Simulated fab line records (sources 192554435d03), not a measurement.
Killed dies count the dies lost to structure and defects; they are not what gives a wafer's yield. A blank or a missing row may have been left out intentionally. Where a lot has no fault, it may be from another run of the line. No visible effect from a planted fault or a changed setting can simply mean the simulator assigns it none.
Split-lot experiment    flow n5-finfet    21 wafers read across 7 lots, on a route 1938 steps long

SPLIT DETAILS
At N5_HKMG_FIN_ETCH_54 (etches SiARC in CF4, target depth 45.5 nm, time 75.8 s), the setting source-w was moved away from the recipe's 545 W on 2 of the 21 wafers read, by +8.3% to +18.0%. The other wafers ran this setting at the recipe's value.

Reading taken at the split's own step.

THE READING
rf-vpp-V, in V, at N5_HKMG_FIN_ETCH_54 (etches SiARC in CF4, target depth 45.5 nm, time 75.8 s). Fault-free wafers of this fab line usually give 184.1 V, standard deviation 1.3 V.

wafer   tool, chamber at the split  source-w as run, W  against the recipe  rf-vpp-V, V  against lot-mates on the recipe
L081.3  rie-diel-02, 1              545                 recipe              184.2        -
L081.4  rie-diel-02, 0              545                 recipe              184.5        -
L081.6  rie-diel-02, 1              590.1               +8.3%               181.2        -3.2
L083.2  rie-diel-04, 2              643.1               +18.0%              174.4        -10.0
L083.4  rie-diel-04, 3              545                 recipe              184.4        -
L083.6  rie-diel-04, 2              545                 recipe              184.5        -
L087.2  rie-diel-05, 0              545                 recipe              185.2        -
L087.5  rie-diel-05, 1              545                 recipe              183.2        -
L087.6  rie-diel-05, 0              545                 recipe              183.6        -
L088.1  rie-diel-02, 3              545                 recipe              183.4        -
L088.3  rie-diel-02, 1              545                 recipe              184.3        -
L088.5  rie-diel-02, 2              545                 recipe              185.6        -
L089.1  rie-diel-04, 2              545                 recipe              183.8        -
L089.2  rie-diel-04, 3              545                 recipe              187.1        -
L089.5  rie-diel-04, 1              545                 recipe              184.1        -
L095.2  rie-diel-04, 1              545                 recipe              183.4        -
L095.3  rie-diel-04, 0              545                 recipe              186.4        -
L095.4  rie-diel-04, 3              545                 recipe              184.1        -
L097.3  rie-diel-05, 3              545                 recipe              183.9        -
L097.5  rie-diel-05, 1              545                 recipe              186.7        -
L097.6  rie-diel-05, 0              545                 recipe              185.1        -

THE FIT
A straight line over all 21 wafers: rf-vpp-V changes by -0.542 V for each +1% of source-w; r = -0.90; the points scatter about the line by 1.1 V.
The same after taking each lot's own level away (the mean of its wafers on the recipe; 21 wafers): -0.53 V for each +1%; r = -0.91; scatter 1.1 V.
Per that fit: largest source-w move, reading shift of 9.5 V.
The span of the lots' own levels, 184.00 to 185.23 V, comes to 0.9 times the standard deviation stated above.
The two slopes agree, so the slope changes little with the lot-to-lot level.
Check: -6.85 V against its lot-mates is what the line predicts for one of the wafers moved furthest among these (+18.0%) when that wafer is left out of the fit. Against them it came out at -10 V.
Tool readings at the split's step, against how far the setting was moved: etch-rf-on-time-s r = -0.95; rf-vpp-V r = -0.90.

OTHER SPLITS ON THESE WAFERS
Other splits were also applied to these wafers ahead of the reading. Each is held against what the fit with the lots' levels taken away leaves over:
other split on the same wafers             wafers away from the commonest value  r with rf-vpp-V (lot level and that fit taken away)
N5_WELL_APT_COAT_19 spin-rpm               8                                     +0.01
N5_PMOS_HMC_CHANNEL_EPI_PEB_07 peb-temp-c  6                                     +0.30
N5_FIN_SAQP_ETCH_65 time-s                 9                                     -0.11
N5_DUMMY_GATE_COAT_09 spin-rpm             3                                     +0.32
N5_HKMG_FIN_COAT_41 spin-rpm               8                                     -0.32

THE WHOLE CHAIN: every reading that the file lists as answering this split, in the file's order
step                 what it does                                            reading            change (the file's fit)               r (the file's)
N5_HKMG_FIN_ETCH_54  etches SiARC in CF4, target depth 45.5 nm, time 75.8 s  etch-rf-on-time-s  withheld for each +1% of the setting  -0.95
N5_HKMG_FIN_ETCH_54  etches SiARC in CF4, target depth 45.5 nm, time 75.8 s  rf-vpp-V           -0.527 V for each +1% of the setting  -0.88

THE FILE'S OWN FIT
rf-vpp-V changes by -0.527 V for each +1% of source-w, r = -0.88.
